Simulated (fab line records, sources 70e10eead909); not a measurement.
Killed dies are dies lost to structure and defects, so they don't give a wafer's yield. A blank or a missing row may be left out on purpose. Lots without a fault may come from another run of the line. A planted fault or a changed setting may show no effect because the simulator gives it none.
Which tool did it? | flow nand_harc | 6 lots, 18 wafers sampled, at 1 step of a route of 1302

WHAT THE GAUGES READ, wafer by wafer
NHARC_A_CONTACT_CD_MEAS_08: target cd 200 nm.
lot  | measured     | on        | cd_nm (nm)
L820 | day 23 18:33 | cd_sem-03 | 200.1 199.0 198.7
L821 | day 24 14:22 | cd_sem-02 | 200.1 200.0 199.6
L822 | day 25 08:45 | cd_sem-02 | 200.2 201.1 199.6
L830 | day 27 18:12 | cd_sem-01 | 201.2 201.4 201.2
L836 | day 30 12:16 | cd_sem-02 | 201.0 200.2 199.5
L837 | day 31 09:48 | cd_sem-01 | 199.5 200.7 200.2

WHICH TOOL RAN EACH LOT (tool, then ch and the chambers of the sampled wafers, then the start)
The record holds no process step before these readings.

THE ANSWER, worked out from the rows above alone
Rule: what is usual is taken from the lots themselves. Put in order of their means at a reading, lots are off if they are a third of the lots or fewer, leave a main group of 4 or more, and stand apart from it by a gap of 3 or more times the standard deviation of the main group's means; of several such gaps the widest counts. A main group whose means are all the same, to the digits that the tables above print for the reading, isn't used. A lot without any number at a reading at which 4 lots or more have one is off too. The other lots that the step has rows for count as sound.
No lot is off at any reading shown: from this, nothing can be told.

WHAT THE SIMULATOR HAD PUT IN
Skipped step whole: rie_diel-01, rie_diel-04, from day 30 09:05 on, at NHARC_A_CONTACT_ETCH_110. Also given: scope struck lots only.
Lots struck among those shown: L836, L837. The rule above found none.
